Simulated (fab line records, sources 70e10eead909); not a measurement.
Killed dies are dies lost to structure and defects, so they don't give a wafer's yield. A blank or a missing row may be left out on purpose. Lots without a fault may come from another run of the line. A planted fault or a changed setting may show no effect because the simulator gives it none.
fab line records | flow nand_harc | part 1 of 2: steps 1 to 14 of 15
record lots=7 wafers=21 last_day=33
route steps=1302 shown A_CONTACT@1039 END@1302
lots that met no fault: from a run of the same line without faults
start_h: hours from the record's first day to the start of the lot's first wafer shown | wait_h: hours since the lot's step before | " the same as in the row above | L1.1+2: a row that stands for several wafers | - no value, or no start given | * or withheld: withheld | < > ~ a bound
route shown NAME@n: a module of which the file shows steps, and the number in the route of the first | usual: mean/standard deviation of fault-free wafers | same: alike in all rows | chamber/n: place in a boat | sites: the reading at each site | _std_site: their standard deviation | _edge_site: outer sites' mean less inner sites' | radius_mm: how far each site lies from the wafer's centre | mask NAME#n: copy n | behind: the tool/chamber that last shaped the wafer | hold: why the lot was held/for how many hours/how that ended | device: the transistor (n, p or np) that didn't switch | end of line: the same wafers' tests at the end of the route | a step without rows: its recipe alone | killed: dies lost to structure and defects at the first sort, not the wafer's yield | map: a wafer's dies, x killed, . not, _ none there
set.NAME: the setting as run; set.NAME@STEP: as run at that earlier step | model.NAME: the simulator's own value behind a step, which no gauge read
lots at some steps of the route; a table a step, a row a wafer
services: from which hour (start_h, from the record's first day; less than 0 if before it) a tool's chamber was out of use, for how many hours, and why
## steps
# step NHARC_A_CONTACT_CD_MEAS_69
# recipe target_cd_nm=300 landing_energy_ev=500
# usual cd_nm=300.1/0.59
# columns lot.wafer tool chamber start_h wait_h cd_nm
L850.2 cd_sem-01 0 518.00 - 300.4
L850.4 " 0 " " 300.4
L850.6 " 0 " " 300.7
L852.4 cd_sem-02 0 523.09 - 299.4
L852.5 " 0 " " 299.6
L852.6 " 0 " " 298.7
L851.1 cd_sem-01 0 528.05 - 300.9
L851.3 " 0 " " 299.9
L851.6 " 0 " " 300.0
L853.1 cd_sem-02 0 541.65 - 300.4
L853.2 " 0 " " 299.8
L853.3 " 0 " " 300.2
L867.2 cd_sem-02 0 701.56 - 300.8
L867.3 " 0 " " 300.7
L867.5 " 0 " " 300.4
L870.1 cd_sem-02 0 717.02 - 300.8
L870.3 " 0 " " 300.1
L870.5 " 0 " " 300.3
L871.2 cd_sem-02 0 738.30 - 299.9
L871.4 " 0 " " 299.7
L871.5 " 0 " " 299.3
# step NHARC_A_CONTACT_OVL_MEAS_70
# usual overlay_x_nm=0.1/0.8 overlay_y_nm=0.1/0.82
# columns lot.wafer tool chamber start_h wait_h overlay_x_nm overlay_y_nm
L850.2 overlay-01 - 518.09 - 1.1 0.5
L850.4 " - " " 0.7 0.1
L850.6 " - " " 0.9 0.7
L852.4 overlay-02 - 523.18 - -0.6 0.6
L852.5 " - " " 0.2 0.5
L852.6 " - " " -0.1 0.3
L851.1 overlay-02 - 528.14 - 0.3 -1.4
L851.3 " - " " 0.2 -1.1
L851.6 " - " " -0.1 -0.9
L853.1 overlay-02 - 541.74 - 0.2 0.0
L853.2 " - " " -0.4 -0.3
L853.3 " - " " 0.0 -0.3
L867.2 overlay-01 - 701.64 - -1.1 0.0
L867.3 " - " " -1.2 0.3
L867.5 " - " " -2.0 0.5
L870.1 overlay-01 - 717.10 - -1.5 0.9
L870.3 " - " " -1.7 0.8
L870.5 " - " " -1.8 -0.2
L871.2 overlay-01 - 738.39 - 1.0 0.1
L871.4 " - " " 0.9 0.1
L871.5 " - " " 0.9 -0.2
# step NHARC_A_CONTACT_INSPECT_71
# usual raw_defect_count=81/33
# columns lot.wafer tool chamber start_h wait_h raw_defect_count
L850.2 defect_inspect-01 - 518.13 0.0 50
L850.4 " - " " 51
L850.6 " - " " 53
L852.4 defect_inspect-01 - 523.21 0.0 63
L852.5 " - " " 67
L852.6 " - " " 88
L851.1 defect_inspect-01 - 528.18 0.0 104
L851.3 " - " " 109
L851.6 " - " " 115
L853.1 defect_inspect-01 - 541.77 0.0 68
L853.2 " - " " 61
L853.3 " - " " 67
L867.2 defect_inspect-02 - 701.68 0.0 37
L867.3 " - " " 33
L867.5 " - " " 32
L870.1 defect_inspect-02 - 717.14 0.0 18
L870.3 " - " " 32
L870.5 " - " " 23
L871.2 defect_inspect-02 - 738.42 0.0 85
L871.4 " - " " 94
L871.5 " - " " 93
# step NHARC_A_CONTACT_DESCUM_74
# recipe time_s=3 o2_flow_sccm=200 ar_flow_sccm=0 bias_power_w=0 chemistry=O2
# step NHARC_A_CONTACT_ETCH_75
# recipe target_depth_a=390 over_etch_frac=0.3 time_s=65 ion_energy_ev=80 cf4_flow_sccm=150 ar_flow_sccm=0 rf_w=300 bias_w=100 chemistry=CF4
# usual bias_w=100.0/0.31 cf4_flow_sccm=150.0/0.46 drypump_motor_current_A=5.6/0.43 oes_product_au=1.002/0.011 rf_fwd_power_W=297.3/1 rf_vpp_V=150.9/1.1 showerhead_plenum_p_Torr=1.74/0.078 throttle_valve_pct=13.283/0.0083
# same over_etch_frac=0.3 time_s=65
# columns lot.wafer tool chamber start_h wait_h bias_w cf4_flow_sccm drypump_motor_current_A oes_product_au rf_fwd_power_W rf_hours_counter_h rf_vpp_V showerhead_plenum_p_Torr throttle_valve_pct
L850.2 rie_diel-02 2 518.28 0.1 99.7 149.9 6.4 0.992 297.4 35 151.8 1.74 13.301
L850.4 " 0 " " 100.2 150.8 5.1 0.993 297.6 37 152.0 1.78 13.269
L850.6 " 1 " " 100.0 150.1 6.4 0.996 297.5 - 151.4 1.80 13.283
L852.4 rie_diel-09 1 523.38 0.1 100.0 150.4 5.4 1.021 298.8 3 150.8 1.79 13.299
L852.6 " 2 " " 100.0 149.8 5.1 1.003 296.4 - 149.3 1.65 13.278
L852.5 " 3 " " 99.8 150.2 6.0 1.004 296.2 - 151.1 1.87 13.292
L851.1 rie_diel-09 3 528.33 0.1 100.5 150.7 6.0 1.010 297.7 3 152.2 1.87 13.295
L851.3 " 0 " " 100.2 150.1 5.3 1.000 296.2 4 150.2 1.65 13.280
L851.6 " 3 " " 100.4 150.6 6.0 1.002 297.3 - 152.0 1.87 13.279
L853.3 rie_diel-09 0 541.92 0.1 100.3 150.3 5.3 0.989 295.9 6 149.3 1.65 13.289
L853.2 " 1 " " 100.2 149.6 5.4 1.015 297.3 7 151.9 1.79 13.283
L853.1 " 3 " " 99.6 150.0 6.0 0.996 295.4 6 152.5 1.87 13.281
L867.2 rie_diel-09 1 701.83 0.1 99.9 149.3 5.4 1.021 295.3 3 151.9 1.79 13.288
L867.3 " 3 " " 100.4 149.7 6.0 1.004 296.0 4 151.7 1.86 13.267
L867.5 " 1 " " 100.3 148.9 5.4 1.021 296.3 - 152.0 1.79 13.286
L870.3 rie_diel-09 1 717.36 0.1 99.5 149.1 5.4 1.011 297.8 6 151.5 1.79 13.282
L870.1 " 2 " " 100.2 150.3 5.1 1.011 296.7 7 150.9 1.64 13.282
L870.5 " 0 " " 100.5 149.7 5.3 0.980 297.2 - 150.5 1.64 13.284
L871.4 rie_diel-09 1 738.58 0.1 100.1 150.5 5.4 1.012 297.0 10 150.3 1.78 13.283
L871.2 " 2 " " 99.8 149.1 5.1 0.993 296.9 11 149.2 1.64 13.288
L871.5 " 3 " " 99.9 149.5 6.0 1.009 297.1 - 151.7 1.86 13.278
# step NHARC_A_CONTACT_ETCH_76
# recipe target_depth_a=2600 over_etch_frac=0.3 time_s=475.3 ion_energy_ev=200 n2_flow_sccm=150 h2_flow_sccm=150 ar_flow_sccm=0 rf_w=400 bias_w=150 chemistry=N2/H2
# usual bias_w=150.0/0.42 chamber_pressure_mTorr=30.000/0.027 drypump_motor_current_A=5.6/0.45 oes_product_au=1.002/0.0099 rf_fwd_power_W=399.5/1.1 rf_vpp_V=430/3.1 showerhead_plenum_p_Torr=2.01/0.11 throttle_valve_pct=14.171/0.0088
# same over_etch_frac=0.3 time_s=475.3
# columns lot.wafer tool chamber start_h wait_h bias_w chamber_pressure_mTorr drypump_motor_current_A oes_product_au rf_fwd_power_W rf_hours_counter_h rf_vpp_V showerhead_plenum_p_Torr throttle_valve_pct
L850.4 rie_diel-02 2 - - 150.2 30.007 6.3 1.007 398.4 35 429 2.00 14.151
L850.2 " 3 " " 150.7 29.976 5.2 0.990 399.7 37 429 1.99 14.176
L850.6 " 1 " " 150.6 29.963 6.3 1.004 399.8 - 431 2.08 14.184
L852.4 rie_diel-09 2 - - 149.9 30.011 5.1 1.014 400.3 2 426 1.89 14.169
L852.6 " 3 " " 150.1 30.007 6.0 1.006 399.5 - 434 2.17 14.172
L852.5 " 0 " " 150.3 30.039 5.3 0.991 399.2 - 427 1.89 14.176
L851.3 rie_diel-09 2 - - 150.0 30.054 5.2 0.997 397.5 3 426 1.89 14.178
L851.1 " 3 " " 149.3 30.018 6.0 0.990 399.4 3 434 2.17 14.162
L851.6 " 2 " " 149.4 29.961 5.2 0.997 398.5 - 425 1.89 14.168
L853.1 rie_diel-09 2 - - 150.5 30.030 5.1 1.006 400.4 7 428 1.88 14.163
L853.3 " 0 " " 149.9 29.953 5.3 1.005 398.0 6 427 1.89 14.162
L853.2 " 1 " " 150.0 30.008 5.4 1.007 399.5 7 431 2.07 14.172
L867.2 rie_diel-09 2 - - 150.1 30.008 5.1 1.005 399.8 3 427 1.88 14.180
L867.3 " 3 " " 150.4 29.980 6.0 1.011 398.3 4 435 2.16 14.170
L867.5 " 0 " " 149.5 29.998 5.3 1.005 397.8 - 427 1.88 14.160
L870.3 rie_diel-09 0 - - 149.9 30.016 5.3 0.998 399.2 6 427 1.88 14.181
L870.1 " 1 " " 150.1 30.013 5.4 1.018 399.3 7 430 2.06 14.182
L870.5 " 0 " " 149.5 30.023 5.3 0.987 398.4 - 427 1.88 14.164
L871.2 rie_diel-09 3 - - 150.5 29.990 6.0 1.003 398.6 10 434 2.15 14.167
L871.4 " 1 " " 150.0 29.971 5.4 1.010 398.1 10 431 2.06 14.170
L871.5 " 2 " " 150.3 29.993 5.1 1.008 400.5 - 426 1.87 14.168
# step NHARC_A_CONTACT_ETCH_77
# recipe target_depth_a=1089 time_s=54.5 cf4_flow_sccm=100 chf3_flow_sccm=30 ar_flow_sccm=0 rf_w=500 bias_w=200 chemistry=CF4/CHF3
# usual bias_w=200.0/0.58 cf4_flow_sccm=100.0/0.3 drypump_motor_current_A=5.6/0.43 oes_product_au=0.934/0.019 rf_fwd_power_W=494.9/1.7 rf_vpp_V=369.8/2.5 showerhead_plenum_p_Torr=1.55/0.072 throttle_valve_pct=16.802/0.0086
# same time_s=54.5
# columns lot.wafer tool chamber start_h wait_h bias_w cf4_flow_sccm drypump_motor_current_A oes_product_au rf_fwd_power_W rf_hours_counter_h rf_vpp_V showerhead_plenum_p_Torr throttle_valve_pct
L850.2 rie_diel-02 3 - - 201.0 100.6 5.2 0.932 494.4 37 369.4 1.54 16.792
L850.4 " 0 " " 199.8 100.2 5.1 0.917 496.5 37 371.1 1.58 16.795
L850.6 " 1 " " 199.4 100.1 6.3 0.927 491.6 - 371.4 1.60 16.812
L852.4 rie_diel-09 3 - - 200.5 100.3 6.0 0.922 498.0 2 373.5 1.67 16.805
L852.5 " 2 " " 200.8 99.9 5.2 0.925 496.3 - 365.3 1.46 16.803
L852.6 " 3 " " 200.4 99.4 6.0 0.935 497.3 - 374.0 1.67 16.795
L851.3 rie_diel-09 1 - - 199.6 100.0 5.4 0.947 492.4 4 371.2 1.60 16.796
L851.1 " 3 " " 200.1 100.1 6.0 0.927 495.0 4 374.1 1.66 16.796
L851.6 " 1 " " 199.1 100.1 5.4 0.933 492.6 - 371.0 1.60 16.796
L853.3 rie_diel-09 1 - - 199.8 99.9 5.4 0.938 495.6 7 369.8 1.60 16.813
L853.1 " 2 " " 199.3 100.1 5.2 0.927 494.4 7 367.0 1.46 16.795
L853.2 " 3 " " 200.5 100.0 6.0 0.919 494.4 6 373.8 1.66 16.804
L867.3 rie_diel-09 1 - - 198.8 99.9 5.4 0.934 495.2 3 369.0 1.59 16.801
L867.2 " 2 " " 200.4 100.0 5.1 0.940 493.6 3 366.0 1.46 16.795
L867.5 " 1 " " 199.1 100.0 5.4 0.934 495.0 - 370.5 1.59 16.786
L870.1 rie_diel-09 1 - - 200.2 100.4 5.4 0.936 495.2 7 371.0 1.59 16.797
L870.3 " 0 " " 200.0 100.1 5.3 0.926 495.8 7 365.7 1.46 16.806
L870.5 " 2 " " 200.5 99.4 5.2 0.932 495.5 - 367.0 1.46 16.801
L871.4 rie_diel-09 0 - - 200.4 100.1 5.3 0.923 492.6 10 366.0 1.46 16.797
L871.2 " 3 " " 199.8 99.9 5.9 0.920 495.6 11 371.9 1.66 16.808
L871.5 " 0 " " 200.2 100.1 5.3 0.929 491.3 - 366.8 1.46 16.781
# step NHARC_A_CONTACT_ETCH_78
# recipe target_depth_a=53000 over_etch_frac=0.3 time_s=1378 ion_energy_ev=150 o2_flow_sccm=400 cos_flow_sccm=20 ar_flow_sccm=0 rf_w=500 bias_w=300 chemistry=O2/COS
# step NHARC_A_CONTACT_ETCH_124
# recipe source_w=withheld pressure_mtorr=20 bias_v=withheld time_s=140 target_depth_a=7000 ar_flow_sccm=withheld c4f8_flow_sccm=withheld o2_flow_sccm=withheld chemistry=C4F8/O2/Ar
# step NHARC_A_CONTACT_ETCH_125
# recipe source_w=withheld pressure_mtorr=20 bias_v=3000 time_s=197 target_depth_a=19180 ar_flow_sccm=withheld c4f8_flow_sccm=withheld o2_flow_sccm=withheld chemistry=C4F8/O2/Ar
# step NHARC_A_CONTACT_ETCH_126
# recipe source_w=withheld pressure_mtorr=20 bias_v=3000 time_s=197 target_depth_a=19180 ar_flow_sccm=withheld c4f8_flow_sccm=withheld o2_flow_sccm=withheld chemistry=C4F8/O2/Ar
# step NHARC_A_CONTACT_ETCH_127
# recipe source_w=withheld pressure_mtorr=20 bias_v=3000 time_s=197 target_depth_a=19180 ar_flow_sccm=withheld c4f8_flow_sccm=withheld o2_flow_sccm=withheld chemistry=C4F8/O2/Ar
# usual chamber_pressure_mTorr=20.000/0.018 oes_air_line_au=0.999/0.019
# same time_s=197
# columns lot.wafer tool chamber start_h wait_h chamber_pressure_mTorr oes_air_line_au rf_hours_counter_h
L850.2 har_cap_etch-02 0 520.32 0.1 20.002 1.003 86
L850.4 " 1 " " 19.995 0.990 -
L850.6 " 0 " " 20.011 0.992 -
L852.4 har_cap_etch-01 0 525.45 0.1 20.007 0.986 -
L852.5 " 1 " " 19.995 1.005 -
L852.6 " 0 " " 20.025 0.977 -
L851.1 har_cap_etch-03 0 530.36 0.1 20.012 1.045 50
L851.3 " 0 " " 20.001 1.000 -
L851.6 " 1 " " 20.028 0.981 -
L853.2 har_cap_etch-03 0 543.93 0.1 19.988 1.009 53
L853.1 " 1 " " 20.001 1.018 53
L853.3 " 1 " " 19.982 0.993 -
L867.2 har_cap_etch-03 0 703.86 0.1 20.002 1.014 79
L867.3 " 1 " " 19.966 0.997 -
L867.5 " 0 " " 20.012 1.025 -
L870.1 har_cap_etch-03 1 719.40 0.1 20.007 0.995 82
L870.3 " 0 " " 20.000 1.009 -
L870.5 " 0 " " 19.986 0.999 -
L871.2 har_cap_etch-01 1 740.59 0.1 19.991 1.017 42
L871.4 " 1 " " 20.010 1.007 -
L871.5 " 0 " " 19.994 0.968 -
# step NHARC_A_CONTACT_ETCH_128
# recipe source_w=withheld pressure_mtorr=20 bias_v=3000 time_s=197 target_depth_a=19180 ar_flow_sccm=withheld c4f8_flow_sccm=withheld o2_flow_sccm=withheld chemistry=C4F8/O2/Ar
# usual chamber_pressure_mTorr=20.002/0.017 oes_air_line_au=0.998/0.02 time_s=197/0
# columns lot.wafer tool chamber start_h wait_h chamber_pressure_mTorr oes_air_line_au rf_hours_counter_h time_s
L850.2 har_cap_etch-02 0 520.50 0.1 20.000 1.019 86 197
L850.4 " 1 " " 20.017 1.002 - 197
L850.6 " 0 " " 19.967 1.011 - 197
L852.4 har_cap_etch-01 0 525.62 0.1 - - - -
L852.5 " 1 " " - - - -
L852.6 " 0 " " - - - -
L851.1 har_cap_etch-03 0 530.53 0.1 - - - -
L851.3 " 0 " " - - - -
L851.6 " 1 " " - - - -
L853.2 har_cap_etch-03 0 544.11 0.1 - - - -
L853.1 " 1 " " - - - -
L853.3 " 1 " " - - - -
L867.2 har_cap_etch-03 0 704.04 0.1 19.995 1.000 79 197
L867.3 " 1 " " 19.985 1.005 - 197
L867.5 " 0 " " 20.011 0.986 - 197
L870.1 har_cap_etch-03 1 719.58 0.1 20.003 0.992 82 197
L870.3 " 0 " " 20.011 1.009 - 197
L870.5 " 0 " " 19.984 1.015 - 197
L871.2 har_cap_etch-01 1 740.77 0.1 19.997 1.001 42 197
L871.4 " 1 " " 20.013 0.987 - 197
L871.5 " 0 " " 19.993 0.954 - 197
# step NHARC_A_CONTACT_ETCH_129
# recipe source_w=withheld pressure_mtorr=20 bias_v=3000 time_s=197 target_depth_a=19180 ar_flow_sccm=withheld c4f8_flow_sccm=withheld o2_flow_sccm=withheld chemistry=C4F8/O2/Ar
# usual chamber_pressure_mTorr=19.999/0.018 oes_air_line_au=1.003/0.019
# same time_s=197
# columns lot.wafer tool chamber start_h wait_h chamber_pressure_mTorr oes_air_line_au rf_hours_counter_h
L850.2 har_cap_etch-02 0 520.67 0.1 20.009 0.998 86
L850.4 " 1 " " 20.018 1.035 -
L850.6 " 0 " " 20.025 1.016 -
L852.4 har_cap_etch-01 0 525.80 0.1 19.971 1.012 -
L852.5 " 1 " " 19.945 0.981 -
L852.6 " 0 " " 19.984 1.002 -
L851.1 har_cap_etch-03 0 530.71 0.1 19.985 1.020 50
L851.3 " 0 " " 20.002 1.010 -
L851.6 " 1 " " 19.987 0.996 -
L853.2 har_cap_etch-03 0 544.28 0.1 19.984 1.034 53
L853.1 " 1 " " 19.995 1.016 53
L853.3 " 1 " " 19.978 0.998 -
L867.2 har_cap_etch-03 0 704.22 0.1 19.975 1.016 79
L867.3 " 1 " " 19.993 0.986 -
L867.5 " 0 " " 19.984 1.005 -
L870.1 har_cap_etch-03 1 719.75 0.1 19.993 1.009 82
L870.3 " 0 " " 19.988 1.004 -
L870.5 " 0 " " 19.986 1.002 -
L871.2 har_cap_etch-01 1 740.94 0.1 20.036 0.972 42
L871.4 " 1 " " 20.028 0.996 -
L871.5 " 0 " " 20.001 0.984 -
## key
first_sign step=NHARC_A_CONTACT_ETCH_128 reading=tool_record direction=missing
effect step=NHARC_END_SORT_01 reading=killed_dies direction=up sigmas=36 usual=58 struck=677
more_kills_born_at NHARC_A_CONTACT_ETCH_128@har_cap_etch-03=3654 NHARC_A_CONTACT_ETCH_128@har_cap_etch-01=1891
met_at NHARC_A_CONTACT_ETCH_128
struck_wafers L851.1,L851.3,L851.6,L852.4,L852.5,L852.6,L853.1,L853.2,L853.3
later_rows_left_out L851.1,L851.3,L851.6,L852.4,L852.5,L852.6,L853.1,L853.2,L853.3
tester_left_out L851,L852,L853
fault kind=skipped_step_whole tool=har_cap_etch-01,har_cap_etch-03 chamber=- onset_h=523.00 steps=NHARC_A_CONTACT_ETCH_128 scope=struck_lots_only
# tester_left_out: of these lots the tester's yield and bins aren't shown, on N5 and GAA mostly nor the transistor test; their killed dies are dies lost to structure and defects alone, not to doping, threshold or leakage, so they don't give the yield
# later_rows_left_out: the simulator's readings of these wafers behind a module that went badly wrong aren't trusted and aren't shown, but for the sort
